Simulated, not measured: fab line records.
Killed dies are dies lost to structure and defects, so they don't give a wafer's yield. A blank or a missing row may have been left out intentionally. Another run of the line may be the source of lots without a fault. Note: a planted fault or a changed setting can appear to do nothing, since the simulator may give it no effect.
Which tool was responsible? / flow nandHarc / 14 lots, 42 wafers sampled, at 3 steps of a route of 1159

## WHAT EACH GAUGE READ, for each wafer
NHARC_P_STI_INSPECT_25.
lot=L733; measured=day 3 19:44; on=defectInspect-02; rawDefectCount=269 257 411
lot=L734; measured=day 4 02:33; on=defectInspect-02; rawDefectCount=195 252 173
lot=L735; measured=day 4 02:33; on=defectInspect-01; rawDefectCount=211 171 174
lot=L738; measured=day 4 23:40; on=defectInspect-02; rawDefectCount=226 200 198
lot=L747; measured=day 7 05:40; on=defectInspect-02; rawDefectCount=137 144 178
lot=L749; measured=day 7 18:04; on=defectInspect-02; rawDefectCount=198 312 195
lot=L751; measured=day 8 12:13; on=defectInspect-01; rawDefectCount=103 158 199
lot=L752; measured=day 8 12:13; on=defectInspect-02; rawDefectCount=373 247 350
lot=L753; measured=day 8 12:13; on=defectInspect-01; rawDefectCount=251 184 301
lot=L754; measured=day 9 00:34; on=defectInspect-01; rawDefectCount=226 393 168
lot=L755; measured=day 9 07:41; on=defectInspect-01; rawDefectCount=158 114 128
lot=L756; measured=day 9 12:47; on=defectInspect-02; rawDefectCount=153 104 145

## WHAT TOOL EACH LOT RAN ON (gives the tool, then ch and the chambers of the sampled wafers, and finally the start)
lot=L733; NHARC_P_ZERO_WELL_DEVELOP_10=lithoTrack-02 ch 0, day 1 13:00; NHARC_P_ZERO_WELL_ETCH_63=rieSi-01 ch 2,3, day 1 13:33
lot=L734; NHARC_P_ZERO_WELL_DEVELOP_10=lithoTrack-02 ch 0, day 1 19:00; NHARC_P_ZERO_WELL_ETCH_63=rieSi-06 ch 0,2,3, day 1 19:32
lot=L735; NHARC_P_ZERO_WELL_DEVELOP_10=lithoTrack-02 ch 0, day 2 01:00; NHARC_P_ZERO_WELL_ETCH_63=rieSi-04 ch 1,2, day 2 01:52
lot=L738; NHARC_P_ZERO_WELL_DEVELOP_10=lithoTrack-02 ch 0, day 2 19:00; NHARC_P_ZERO_WELL_ETCH_63=rieSi-04 ch 0,1,2, day 2 19:38
lot=L740; NHARC_P_ZERO_WELL_DEVELOP_10=lithoTrack-02, day 3 07:00; NHARC_P_ZERO_WELL_ETCH_63=rieSi-04 ch 0,2,3, day 3 07:42
lot=L741; NHARC_P_ZERO_WELL_DEVELOP_10=lithoTrack-07, day 3 13:00; NHARC_P_ZERO_WELL_ETCH_63=rieSi-04 ch 0,3, day 3 13:40
lot=L747; NHARC_P_ZERO_WELL_DEVELOP_10=lithoTrack-07 ch 0, day 5 01:00; NHARC_P_ZERO_WELL_ETCH_63=rieSi-06 ch 0,2,3, day 5 01:43
lot=L749; NHARC_P_ZERO_WELL_DEVELOP_10=lithoTrack-07 ch 0, day 5 13:00; NHARC_P_ZERO_WELL_ETCH_63=rieSi-04 ch 0,1,2, day 5 13:35
lot=L751; NHARC_P_ZERO_WELL_DEVELOP_10=lithoTrack-07 ch 0, day 6 01:00; NHARC_P_ZERO_WELL_ETCH_63=rieSi-04 ch 0,3, day 6 01:40
lot=L752; NHARC_P_ZERO_WELL_DEVELOP_10=lithoTrack-02 ch 0, day 6 07:00; NHARC_P_ZERO_WELL_ETCH_63=rieSi-06 ch 2,3, day 6 07:40
lot=L753; NHARC_P_ZERO_WELL_DEVELOP_10=lithoTrack-07 ch 0, day 6 13:00; NHARC_P_ZERO_WELL_ETCH_63=rieSi-04 ch 0,1,3, day 6 13:41
lot=L754; NHARC_P_ZERO_WELL_DEVELOP_10=lithoTrack-05 ch 0, day 6 19:00; NHARC_P_ZERO_WELL_ETCH_63=rieSi-01 ch 0,2,3, day 6 19:40
lot=L755; NHARC_P_ZERO_WELL_DEVELOP_10=lithoTrack-07 ch 0, day 7 01:00; NHARC_P_ZERO_WELL_ETCH_63=rieSi-06 ch 1,2,3, day 7 01:43
lot=L756; NHARC_P_ZERO_WELL_DEVELOP_10=lithoTrack-02 ch 0, day 7 07:00; NHARC_P_ZERO_WELL_ETCH_63=rieSi-01 ch 0,3, day 7 07:39
- NHARC_P_ZERO_WELL_DEVELOP_10: time 50 s.
- NHARC_P_ZERO_WELL_ETCH_63: etches the open film in HBr/Cl2, target depth 120 nm, time 40.1 s.

## WHAT THE TOOLS THEMSELVES READ (means of the sampled wafers that have a number; where no wafer has one, the mark that the record gives instead)
NHARC_P_ZERO_WELL_DEVELOP_10.
lot=L733; tool=lithoTrack-02; chillPlateTempC (C)=22.99; developerTempC (C)=22.04; resistLineTempC (C)=22.98
lot=L734; tool=lithoTrack-02; chillPlateTempC (C)=23.04; developerTempC (C)=21.87; resistLineTempC (C)=22.94
lot=L735; tool=lithoTrack-02; chillPlateTempC (C)=23.09; developerTempC (C)=21.91; resistLineTempC (C)=23.21
lot=L738; tool=lithoTrack-02; chillPlateTempC (C)=22.98; developerTempC (C)=22.08; resistLineTempC (C)=23.03
lot=L740; tool=lithoTrack-02; chillPlateTempC (C)=-; developerTempC (C)=-; resistLineTempC (C)=-
lot=L741; tool=lithoTrack-07; chillPlateTempC (C)=-; developerTempC (C)=-; resistLineTempC (C)=-
lot=L747; tool=lithoTrack-07; chillPlateTempC (C)=22.92; developerTempC (C)=22.01; resistLineTempC (C)=22.98
lot=L749; tool=lithoTrack-07; chillPlateTempC (C)=23.10; developerTempC (C)=22.05; resistLineTempC (C)=22.96
lot=L751; tool=lithoTrack-07; chillPlateTempC (C)=22.91; developerTempC (C)=22.03; resistLineTempC (C)=23.03
lot=L752; tool=lithoTrack-02; chillPlateTempC (C)=23.01; developerTempC (C)=21.94; resistLineTempC (C)=23.10
lot=L753; tool=lithoTrack-07; chillPlateTempC (C)=22.93; developerTempC (C)=21.97; resistLineTempC (C)=22.92
lot=L754; tool=lithoTrack-05; chillPlateTempC (C)=23.09; developerTempC (C)=22.15; resistLineTempC (C)=22.86
lot=L755; tool=lithoTrack-07; chillPlateTempC (C)=22.99; developerTempC (C)=21.98; resistLineTempC (C)=22.85
lot=L756; tool=lithoTrack-02; chillPlateTempC (C)=22.95; developerTempC (C)=21.85; resistLineTempC (C)=22.98

NHARC_P_ZERO_WELL_ETCH_63.
lot=L733; tool=rieSi-01; drypumpMotorCurrentA (A)=6.2; oesProductAu (a.u.)=0.992; throttleValvePct (%)=26.414
lot=L734; tool=rieSi-06; drypumpMotorCurrentA (A)=6.3; oesProductAu (a.u.)=0.984; throttleValvePct (%)=26.408
lot=L735; tool=rieSi-04; drypumpMotorCurrentA (A)=5.9; oesProductAu (a.u.)=1.014; throttleValvePct (%)=26.408
lot=L738; tool=rieSi-04; drypumpMotorCurrentA (A)=5.7; oesProductAu (a.u.)=1.006; throttleValvePct (%)=26.405
lot=L740; tool=rieSi-04; drypumpMotorCurrentA (A)=6.2; oesProductAu (a.u.)=1.014; throttleValvePct (%)=26.405
lot=L741; tool=rieSi-04; drypumpMotorCurrentA (A)=6.3; oesProductAu (a.u.)=0.996; throttleValvePct (%)=26.406
lot=L747; tool=rieSi-06; drypumpMotorCurrentA (A)=6.3; oesProductAu (a.u.)=0.992; throttleValvePct (%)=26.420
lot=L749; tool=rieSi-04; drypumpMotorCurrentA (A)=5.7; oesProductAu (a.u.)=1.012; throttleValvePct (%)=26.409
lot=L751; tool=rieSi-04; drypumpMotorCurrentA (A)=6.1; oesProductAu (a.u.)=1.024; throttleValvePct (%)=26.399
lot=L752; tool=rieSi-06; drypumpMotorCurrentA (A)=6.3; oesProductAu (a.u.)=0.999; throttleValvePct (%)=26.407
lot=L753; tool=rieSi-04; drypumpMotorCurrentA (A)=5.8; oesProductAu (a.u.)=1.017; throttleValvePct (%)=26.408
lot=L754; tool=rieSi-01; drypumpMotorCurrentA (A)=6.2; oesProductAu (a.u.)=1.006; throttleValvePct (%)=26.409
lot=L755; tool=rieSi-06; drypumpMotorCurrentA (A)=6.0; oesProductAu (a.u.)=1.010; throttleValvePct (%)=26.403
lot=L756; tool=rieSi-01; drypumpMotorCurrentA (A)=6.1; oesProductAu (a.u.)=1.009; throttleValvePct (%)=26.405

## THE ANSWER, worked out from the rows above alone
Rule: usual is defined by the lots themselves. The widest of any qualifying gaps counts: lots, ordered by their means at a reading, are off when they make up no more than a third of the lots, leave a main group of 4 or more, and stand apart from it by 3 or more times the standard deviation of that group's means. Not used: any main group whose means are identical at the precision the tables above print for the reading. Also off: a lot with no number at a reading for which 4 or more lots have one. All remaining lots with rows at the step are treated as sound. Order of review: gauges by route order, followed by the tools' own readings, for which a lot's mean as printed above is used. At the first step where some lot is off, the reading lying furthest off is the one used; lots without a number count as furthest.
Off: L740, L741 (NHARC_P_ZERO_WELL_DEVELOP_10, chillPlateTempC). Without a number there: L740, L741. Main group: mean 23.00 C, sd 0.065.
If a tool, at that step or one of the process steps before it, ran each lot that is off and ran no sound lot following the first of them, it fits. None of those tried fits.

## WHAT WAS PUT IN BY THE SIMULATOR
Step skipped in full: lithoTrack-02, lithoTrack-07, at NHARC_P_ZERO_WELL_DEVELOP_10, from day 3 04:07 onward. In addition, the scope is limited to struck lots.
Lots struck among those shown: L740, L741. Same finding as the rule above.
